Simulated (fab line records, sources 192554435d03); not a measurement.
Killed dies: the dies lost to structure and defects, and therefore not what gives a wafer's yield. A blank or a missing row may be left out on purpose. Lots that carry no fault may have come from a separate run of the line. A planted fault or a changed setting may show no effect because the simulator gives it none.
Split-lot trial ; flow n5 finfet ; 7 lots, 21 wafers read, on a route of 1938 steps

== THE SPLIT ==
At N5_BEOL_M2_COAT_67 (time 60 s, resist thk 60 nm), the setting spin rpm was moved away from the recipe's 1500 rpm on 8 of the 21 wafers read, by -8.3% to +7.9%. For the rest of the wafers, this setting stayed at what the recipe calls for.

== FROM THE SPLIT TO THE READING: what the file shows between them, 4 steps ==
- N5_BEOL_M2_COAT_68: time 60 s, resist thk 12 nm
- N5_BEOL_M2_COAT_76: time 60 s, resist thk 5 nm
- N5_BEOL_M2_ALD_98: deposits SiO2, target thk 2.5 nm, pulse time 1 s, co reactant pulse time 1 s
- N5_BEOL_M2_ETCHBACK_99: etches SiO2 in CHF3, target depth 5 nm, time 10.4 s

== THE READING ==
etch.depth nm (the simulator's own value, which no gauge read), in nm, at N5_BEOL_M2_ETCH_70 (etches SOC in N2/H2, target depth 80 nm, overetch 24 nm, time 130 s). There is no usual value for it anywhere in the file. Here, 13 wafers ran the recipe; their average is 60.00 nm with a standard deviation of 0.15 nm.

wafer;tool, chamber at the split;spin rpm as run, rpm;against the recipe;etch.depth nm, nm;against lot-mates on the recipe
L075.1;litho track-05, 0;1500;recipe;59.96;-
L075.3;litho track-05, 0;1604;+6.9%;58;-1.96
L075.4;litho track-05, 0;1604;+6.9%;57.95;-2.01
L074.3;litho track-05, 0;1500;recipe;59.97;-
L074.4;litho track-05, 0;1500;recipe;60.05;-
L074.6;litho track-05, 0;1375;-8.3%;62.57;+2.56
L077.1;litho track-02, 0;1500;recipe;60.13;-
L077.6;litho track-02, 0;1500;recipe;60.13;-
L077.3;litho track-02, 0;1500;recipe;60.33;-
L085.2;litho track-02, 0;1500;recipe;59.95;-
L085.3;litho track-02, 0;1500;recipe;59.78;-
L085.4;litho track-02, 0;1500;recipe;60.02;-
L086.2;litho track-02, 0;1500;recipe;59.93;-
L086.3;litho track-02, 0;1603;+6.9%;57.76;-2.09
L086.5;litho track-02, 0;1500;recipe;59.77;-
L089.1;litho track-02, 0;1560;+4.0%;58.75;-1.15
L089.4;litho track-02, 0;1500;recipe;59.9;-
L089.6;litho track-02, 0;1560;+4.0%;59.03;-0.87
L093.1;litho track-01, 0;1500;recipe;60.12;-
L093.5;litho track-01, 0;1618;+7.9%;57.95;-2.17
L093.6;litho track-01, 0;1618;+7.9%;57.84;-2.28

THE FIT
A straight line over all 21 wafers: etch.depth nm changes by -0.292 nm for each +1% of spin rpm; r = -0.99; the points scatter about the line by 0.16 nm.
The same after taking each lot's own level away (the mean of its wafers on the recipe; 21 wafers): -0.291 nm for each +1%; r = -1.00; scatter 0.1 nm.
Per that fit: largest spin rpm move, reading shift of 2.4 nm.
Measured against the standard deviation above, the lots' own levels, which go from 59.850 to 60.197 nm, span 2.4 times it.
So the lot-to-lot level changes the slope little: the two slopes agree.
Check: +2.38 nm against its lot-mates is what the line predicts for one of the wafers moved furthest among these (-8.3%) when that wafer is left out of the fit. Against them it came out at +2.56 nm.

== OTHER SPLITS APPLIED TO THESE WAFERS ==
Other splits were also applied to these wafers ahead of the reading. Each is held against what the fit with the lots' levels taken away leaves over:
other split on the same wafers;wafers away from the commonest value;r with etch.depth nm (lot level and that fit taken away)
N5_BEOL_M1_COAT_76 spin rpm;6;+0.06
N5_BEOL_M2_DESCUM_16 time s;7;+0.14

== THE WHOLE CHAIN: every reading that the file lists as answering this split, in the file's order ==
step;what it does;reading;change (the file's fit);r (the file's)
N5_BEOL_M2_COAT_67;time 60 s, resist thk 60 nm;SOC_of_BEOL_M2_COAT_67.thk nm (the simulator's own value, which no gauge read);-0.299 nm for each +1% of the setting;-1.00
N5_BEOL_M2_ETCH_70;etches SOC in N2/H2, target depth 80 nm, overetch 24 nm, time 130 s;etch.depth nm (the simulator's own value, which no gauge read);-0.292 nm for each +1% of the setting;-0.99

== THE FILE'S OWN FIT ==
etch.depth nm changes by -0.292 nm for each +1% of spin rpm, r = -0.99.
